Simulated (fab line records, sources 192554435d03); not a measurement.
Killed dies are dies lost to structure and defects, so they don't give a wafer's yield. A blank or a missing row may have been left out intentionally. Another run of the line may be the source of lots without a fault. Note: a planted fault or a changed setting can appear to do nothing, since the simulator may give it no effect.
Chamber matching + flow n5-finfet + N5_BEOL_M15_ILD_DEP_00 on pecvd-02 has 3 sister chambers
The step deposits SiO2 from TEOS/O2, target thk 1629.3 nm, time 346.1 s. 6 wafers are shown with their chamber, then 12 later ones without.

WAFERS, EACH WITH ITS CHAMBER
| wafer  | chamber | throttle-valve-pct (%) | showerhead-plenum-p-Torr (Torr) |
|--------|---------|------------------------|---------------------------------|
| L088.5 | 1       | 19.7                   | 8.32                            |
| L088.6 | 0       | 21.0                   | 8.25                            |
| L090.2 | 0       | 20.5                   | 8.28                            |
| L093.1 | 2       | 17.2                   | 8.36                            |
| L093.5 | 1       | 19.9                   | 8.35                            |
| L093.6 | 2       | 17.4                   | 8.39                            |

WAFERS WITHOUT THEIR CHAMBER
| wafer  | throttle-valve-pct (%) | showerhead-plenum-p-Torr (Torr) |
|--------|------------------------|---------------------------------|
| L092.2 | 17.3                   | 8.36                            |
| L092.4 | 20.7                   | 8.25                            |
| L092.5 | 20.0                   | 8.32                            |
| L095.2 | 19.9                   | 8.33                            |
| L095.4 | 20.7                   | 8.28                            |
| L095.5 | 19.8                   | 8.34                            |
| L096.1 | 17.4                   | 8.36                            |
| L096.3 | 19.8                   | 8.33                            |
| L096.6 | 17.5                   | 8.34                            |
| L097.3 | 19.9                   | 8.31                            |
| L097.4 | 17.6                   | 8.38                            |
| L097.6 | 19.9                   | 8.32                            |

WHICH CHAMBER EACH ONE RAN IN
| wafer  | from the rows above | in truth |
|--------|---------------------|----------|
| L092.2 | 2                   | 2        |
| L092.4 | 0                   | 0        |
| L092.5 | 1                   | 1        |
| L095.2 | 1                   | 1        |
| L095.4 | 0                   | 0        |
| L095.5 | 1                   | 1        |
| L096.1 | 2                   | 2        |
| L096.3 | 1                   | 1        |
| L096.6 | 2                   | 2        |
| L097.3 | 1                   | 1        |
| L097.4 | 2                   | 2        |
| L097.6 | 1                   | 1        |
Placed correctly: 12 of 12. From these rows, 0 cannot be placed. 0 placed wrongly.
How it was worked out, from the rows above alone: a wafer's distance from a chamber is the root of the sum, over the readings, of the square of ((its reading less the chamber's mean) divided by the reading's scatter). If the next closest chamber is less than 2 further off than the closest, the wafer can't be placed; otherwise it belongs to the closest. The mean given for a chamber averages the wafers shown for that chamber. The scatter: the root of (the sum of the squares of (reading less its chamber's mean) over the shown wafers, divided by (wafers less chambers)).
